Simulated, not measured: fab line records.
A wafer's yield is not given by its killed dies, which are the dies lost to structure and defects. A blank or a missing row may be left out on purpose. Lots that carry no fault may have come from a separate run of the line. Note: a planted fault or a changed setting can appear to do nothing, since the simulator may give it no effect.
Split-lot experiment / flow n5_finfet / route with 1938 steps; 7 lots, 21 wafers read

## ON THE SPLIT
At N5_FIN_SAQP_PECVD_47 (deposits a-Si from SiH4/He, target thk 45 nm, time 36.3 s), the setting time_s was moved away from the recipe's 36.3 s on 7 of the 21 wafers read, by -12.4% to +13.4%. The other wafers ran this setting at the recipe's value.

## FROM THE SPLIT TO THE READING: what the file shows between them, 6 steps
- N5_FIN_SAQP_ETCH_52: etches SOC in N2/H2, target depth 100 nm, overetch 20 nm, time 150 s (also split here: source_w)
- N5_FIN_SAQP_MANDREL_ETCH_22: etches a-Si in HBr/Cl2, stops on SiNx, target depth 60 nm, bt time 10 s, time 30 s (also split here: over_etch_frac)
- N5_FIN_SAQP_STRIP_55: strips in N2/H2
- N5_FIN_SAQP_STRIP_23: strips in SPM, time 750 s
- N5_FIN_SAQP_ETCH_57: etches SiNx in CH3F/O2, target depth 32.5 nm, time 46.4 s
- N5_FIN_SAQP_ETCH_65: etches SiO2 in CF4, target depth 4 nm, time 4.4 s

## THE READING
oes_product_au, in a.u., at N5_FIN_SAQP_MANDREL_ETCH_58 (etches a-Si in HBr/Cl2, stops on SiNx, target depth 45 nm, bt time 10 s, time 27 s). On this fab line, fault-free wafers typically give 0.699 a.u. with a standard deviation of 0.01 a.u.

wafer=L079.1; tool, chamber at the split=pecvd-04, 2; time_s as run, s=41.18; against the recipe=+13.4%; oes_product_au, a.u.=0.736; against lot-mates on the recipe=+0.029
wafer=L079.3; tool, chamber at the split=pecvd-04, 1; time_s as run, s=36.3; against the recipe=recipe; oes_product_au, a.u.=0.700; against lot-mates on the recipe=-
wafer=L079.4; tool, chamber at the split=pecvd-04, 1; time_s as run, s=36.3; against the recipe=recipe; oes_product_au, a.u.=0.714; against lot-mates on the recipe=-
wafer=L080.2; tool, chamber at the split=pecvd-03, 2; time_s as run, s=32.01; against the recipe=-11.8%; oes_product_au, a.u.=0.652; against lot-mates on the recipe=-0.047
wafer=L080.4; tool, chamber at the split=pecvd-03, 1; time_s as run, s=32.01; against the recipe=-11.8%; oes_product_au, a.u.=0.659; against lot-mates on the recipe=-0.040
wafer=L080.5; tool, chamber at the split=pecvd-03, 2; time_s as run, s=36.3; against the recipe=recipe; oes_product_au, a.u.=0.699; against lot-mates on the recipe=-
wafer=L082.1; tool, chamber at the split=pecvd-04, 0; time_s as run, s=37.96; against the recipe=+4.6%; oes_product_au, a.u.=0.723; against lot-mates on the recipe=+0.031
wafer=L082.5; tool, chamber at the split=pecvd-04, 1; time_s as run, s=37.96; against the recipe=+4.6%; oes_product_au, a.u.=0.708; against lot-mates on the recipe=+0.016
wafer=L082.6; tool, chamber at the split=pecvd-04, 0; time_s as run, s=36.3; against the recipe=recipe; oes_product_au, a.u.=0.692; against lot-mates on the recipe=-
wafer=L083.1; tool, chamber at the split=pecvd-01, 0; time_s as run, s=31.79; against the recipe=-12.4%; oes_product_au, a.u.=0.651; against lot-mates on the recipe=-0.058
wafer=L083.3; tool, chamber at the split=pecvd-01, 2; time_s as run, s=36.3; against the recipe=recipe; oes_product_au, a.u.=0.709; against lot-mates on the recipe=-
wafer=L083.5; tool, chamber at the split=pecvd-01, 1; time_s as run, s=31.79; against the recipe=-12.4%; oes_product_au, a.u.=0.648; against lot-mates on the recipe=-0.061
wafer=L092.2; tool, chamber at the split=pecvd-04, 0; time_s as run, s=36.3; against the recipe=recipe; oes_product_au, a.u.=0.691; against lot-mates on the recipe=-
wafer=L092.4; tool, chamber at the split=pecvd-04, 1; time_s as run, s=36.3; against the recipe=recipe; oes_product_au, a.u.=0.708; against lot-mates on the recipe=-
wafer=L092.5; tool, chamber at the split=pecvd-04, 0; time_s as run, s=36.3; against the recipe=recipe; oes_product_au, a.u.=0.699; against lot-mates on the recipe=-
wafer=L094.3; tool, chamber at the split=pecvd-01, 1; time_s as run, s=36.3; against the recipe=recipe; oes_product_au, a.u.=0.690; against lot-mates on the recipe=-
wafer=L094.4; tool, chamber at the split=pecvd-01, 2; time_s as run, s=36.3; against the recipe=recipe; oes_product_au, a.u.=0.712; against lot-mates on the recipe=-
wafer=L094.6; tool, chamber at the split=pecvd-01, 1; time_s as run, s=36.3; against the recipe=recipe; oes_product_au, a.u.=0.695; against lot-mates on the recipe=-
wafer=L096.1; tool, chamber at the split=pecvd-01, 1; time_s as run, s=36.3; against the recipe=recipe; oes_product_au, a.u.=0.696; against lot-mates on the recipe=-
wafer=L096.4; tool, chamber at the split=pecvd-01, 1; time_s as run, s=36.3; against the recipe=recipe; oes_product_au, a.u.=0.717; against lot-mates on the recipe=-
wafer=L096.6; tool, chamber at the split=pecvd-01, 0; time_s as run, s=36.3; against the recipe=recipe; oes_product_au, a.u.=0.699; against lot-mates on the recipe=-

FIT RESULTS
A straight line over all 21 wafers: oes_product_au changes by +0.0036 a.u. for each +1% of time_s; r = +0.94; the points scatter about the line by 0.0087 a.u.
The same after taking each lot's own level away (the mean of its wafers on the recipe; 21 wafers): +0.00379 a.u. for each +1%; r = +0.93; scatter 0.0095 a.u.
The reading moves by 0.051 a.u. for the largest change in time_s, on that fit.
Measured against the standard deviation above, the lots' own levels, which go from 0.6920 to 0.7090 a.u., span 1.7 times it.
The two slopes agree, so the slope changes little with the lot-to-lot level.
Check: with one of the wafers moved furthest among these (+13.4%) left out of the fit, the line predicts +0.0592 a.u. for it against its lot-mates. It came out at +0.029 a.u. against them.

## THE OTHER SPLITS THESE WAFERS WENT THROUGH
These wafers also went through other splits before the reading. Each is held against what the fit with the lots' levels taken away leaves over:
other split on the same wafers=N5_ZERO_LAYER_ETCH_18 icp_w; wafers away from the commonest value=7; r with oes_product_au (lot level and that fit taken away)=-0.10
other split on the same wafers=N5_FIN_SAQP_ALD_61 ald_cycles; wafers away from the commonest value=5; r with oes_product_au (lot level and that fit taken away)=+0.33
other split on the same wafers=N5_FIN_SAQP_ETCH_52 source_w; wafers away from the commonest value=7; r with oes_product_au (lot level and that fit taken away)=+0.20
other split on the same wafers=N5_FIN_SAQP_MANDREL_ETCH_22 over_etch_frac; wafers away from the commonest value=3; r with oes_product_au (lot level and that fit taken away)=-0.11

## THE WHOLE CHAIN: every reading that the file lists as answering this split, in the file's order
step=N5_FIN_SAQP_PECVD_47; what it does=deposits a-Si from SiH4/He, target thk 45 nm, time 36.3 s; reading=a-Si_of_FIN_SAQP_PECVD_47.thk_nm (the simulator's own value, which no gauge read); change (the file's fit)=+0.47 nm for each +1% of the setting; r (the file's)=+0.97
step=N5_FIN_SAQP_MANDREL_ETCH_58; what it does=etches a-Si in HBr/Cl2, stops on SiNx, target depth 45 nm, bt time 10 s, time 27 s; reading=oes_product_au; change (the file's fit)=+0.00356 a.u. for each +1% of the setting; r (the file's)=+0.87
step=N5_FIN_SAQP_MANDREL_ETCH_58; what it does=etches a-Si in HBr/Cl2, stops on SiNx, target depth 45 nm, bt time 10 s, time 27 s; reading=etch.depth_nm (the simulator's own value, which no gauge read); change (the file's fit)=+0.47 nm for each +1% of the setting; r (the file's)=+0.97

## FILE'S OWN FIT
oes_product_au changes by +0.00356 a.u. for each +1% of time_s, r = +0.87.
